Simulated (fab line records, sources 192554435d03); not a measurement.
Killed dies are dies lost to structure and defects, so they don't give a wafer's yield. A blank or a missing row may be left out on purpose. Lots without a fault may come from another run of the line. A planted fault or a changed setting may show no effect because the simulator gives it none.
A struck lot beside a sound one | flow n5_finfet | 39 steps out of a route of 1938
Sound: wafers L561.3, L561.4, L561.5. Struck: wafer L557.2. (L557.3 of the same lot was not struck and is left out.) The cause comes at the end.
At each step with rows: each side's tool, then ch and its chambers, then its first start. Under that, the readings that differ: sound wafers | struck wafers | difference of the means | sigmas: that difference in standard deviations of wafers without a fault.
alike: readings whose means differ by less than 2 such deviations, and words and numbers that are the same on both sides. not compared: withheld readings, readings that some wafer has no value for, bounds like >300 that may hide the same value, and numbers for which the record gives no deviation and whose values overlap.
The two part at a step that has a row with sigmas, a row that says differs or no value, or rows on one side only. Numbers that don't overlap but have no deviation are shown without sigmas and don't part them. A reading that every wafer of one side lacks parts them only if that side has two wafers or more.

first, 9 steps without rows for these wafers: N5_BEOL_M4_ANNEAL_95 (time 240 s); N5_BEOL_M4_SPUTTER_96 (material Cu, target thk 4.5 nm, time 8.29 s); N5_BEOL_M4_ECD_50 (material Cu, target thk 300 nm); N5_BEOL_M4_ANNEAL_51 (time 90 s); N5_BEOL_M4_CMP_52 (polishes, stops on SiOC, t overpolish 6.8 s, target thk 40 nm); N5_BEOL_M4_PRE_CLEAN_60 (time 15 s); N5_BEOL_M4_CO_CAP_55 (material Co, precursor CCTBA/H2, target thk 2 nm, time 102.1 s); N5_BEOL_M4_PRE_CLEAN_56 (time 15 s); N5_BEOL_M4_DEP_57 (deposits SiCN from 3MS/NH3, target thk 8 nm, time 14 s).
N5_BEOL_M4_RC_MEAS_101:
  sound on prober-02 ch 0, day 12 07:04; struck on prober-02 ch 0, day 11 14:32
  alike: DIBL_N, DIBL_P, IOFF_N, IOFF_P, ION_N, ION_P, SS_N, SS_P, VT_N, VT_P
then, 16 steps without rows for these wafers: N5_BEOL_M5_ILD_DEP_00 (deposits SiCOH lowk from DEMS/porogen, target thk 140.64 nm, time 25.9 s); N5_BEOL_M5_CURE_79 (cures SiCOH lowk, time 240 s); N5_BEOL_M5_PECVD_70 (deposits SiO2 from TEOS/O2, target thk 16 nm, time 18 s); N5_BEOL_M5_HM_DEP_02 (deposits TiN, target thk 20 nm); N5_BEOL_M5_COAT_59 (time 60 s, resist thk 60 nm); N5_BEOL_M5_COAT_60 (time 60 s, resist thk 12 nm); N5_BEOL_M5_COAT_71 (time 60 s, resist thk 5 nm); N5_BEOL_M5_COAT_05 (resist thk 30 nm); N5_BEOL_M5_EBR_07; N5_BEOL_M5_SOFTBAKE_06 (time 60 s); N5_BEOL_M5_EXPOSE_08 (exposes mask M5, target cd 28 nm); N5_BEOL_M5_PEB_09 (peb time 60 s); N5_BEOL_M5_DEVELOP_10 (develop time 30 s); N5_BEOL_M5_DESCUM_16 (chemistry O2, time 7 s); N5_BEOL_M5_ETCH_72 (etches underlayer in N2/H2, target depth 6.5 nm, time 5.2 s); N5_BEOL_M5_ETCH_61 (etches SiARC in CF4, target depth 15.6 nm, time 26 s).
N5_BEOL_M5_ETCH_62: etches SOC in N2/H2, target depth 75 nm, overetch 15 nm, time 112.5 s.
  sound on rie_diel-02 ch 1,3, day 12 10:17; struck on rie_diel-05 ch 0, day 11 17:28
  reading                                    | sound             | struck | difference | sigmas
  model.etch.depth_nm (nm)                   | 60.05 60.25 60.03 | 45.76  | -14.35     |
  model.SiARC_of_BEOL_M5_COAT_60.thk_nm (nm) | 7 6.8 7           | 9.4    | +2.5       |
  model.BEOL_M5.cd_nm (nm)                   | 27.8 28 27.8      | 27     | -1         |
  alike: drypump_motor_current_A, oes_product_au, rf_vpp_V, showerhead_plenum_p_Torr, throttle_valve_pct
  not compared: rf_hours_counter_h
then, 3 steps without rows for these wafers: N5_BEOL_M5_STRIP_63 (strips in N2/H2); N5_BEOL_M5_STRIP_73 (strips in N2/H2); N5_BEOL_M5_STRIP_64 (strips in CF4).
N5_BEOL_M5_HM_OPEN_17: chemistry Cl2/BCl3, target TiN, target depth 20 nm, overetch 6 nm.
  sound on rie_metal-02 ch 0,1, day 12 10:29; struck on rie_metal-01 ch 1, day 11 17:38
  reading                     | sound             | struck | difference                   | sigmas
  drypump_motor_current_A (A) | 5.3 5.7 5.7       | 6.3    | +0.7                         | +2
  oes_product_au (a.u.)       | 0.60 0.76 0.77    | 0.23   | -0.48                        | -5
  rf_hours_counter_h (h)      | - - -             | 113    | no value on the sound wafers |
  throttle_valve_pct (%)      | 22.46 22.18 22.19 | 22.74  | +0.46                        | +3
  alike: bcl3_flow_sccm
then, 1 step without rows for these wafers: N5_BEOL_M5_STRIP_19 (strips in O2).
N5_BEOL_M5_CD_MEAS_18: pitch 56 nm, target cd 28 nm.
  sound on cd_sem-03, day 12 10:38; struck on cd_sem-01, day 11 17:58
  not compared: cd_nm
then, 2 steps without rows for these wafers: N5_BEOL_M5_COAT_65 (time 60 s, resist thk 60 nm); N5_BEOL_M5_COAT_66 (time 60 s, resist thk 12 nm).
N5_BEOL_M5_VIA_ETCH_34: etches SiCOH lowk in C4F6/O2, target depth 88.3 nm, time 39.2 s.
  sound on rie_diel-06 ch 1,2,3, day 12 13:20; struck on rie_diel-06 ch 0, day 11 19:55
  reading               | sound          | struck | difference | sigmas
  oes_product_au (a.u.) | 0.71 0.92 0.75 | 0.30   | -0.49      | -6
  alike: drypump_motor_current_A, rf_vpp_V, showerhead_plenum_p_Torr, throttle_valve_pct
  not compared: rf_hours_counter_h
N5_BEOL_M5_ETCH_41: etches SiCN in CH3F/O2, target depth 31.5 nm, time 56.7 s.
  sound on rie_diel-06 ch 1,2,3; struck on rie_diel-06 ch 0
  reading                  | sound        | struck | difference | sigmas
  model.BEOL_M5.cd_nm (nm) | 27.8 28 27.8 | 27     | -1         |
  alike: drypump_motor_current_A, oes_product_au, rf_vpp_V, showerhead_plenum_p_Torr, throttle_valve_pct
  not compared: rf_hours_counter_h
N5_BEOL_M5_OCD_MEAS_38:
  sound on ocd-02, day 12 13:34; struck on ocd-01, day 11 20:09
  not compared: trench_depth_nm
-- the record jumps here: 4 days lie between the struck wafers' starts before and after (it left off in module BEOL_M5 and takes up again in module PASSIVATION, whose first step shown is number 1936 of the route) --
N5_PASSIVATION_PROBE_49:
  the record has rows for the struck wafers here (prober-02, day 15 22:18) and none for the sound ones

WHERE THEY PART
First at N5_BEOL_M5_HM_OPEN_17; last, within this record, at N5_PASSIVATION_PROBE_49.

WHY: what the simulator had put in
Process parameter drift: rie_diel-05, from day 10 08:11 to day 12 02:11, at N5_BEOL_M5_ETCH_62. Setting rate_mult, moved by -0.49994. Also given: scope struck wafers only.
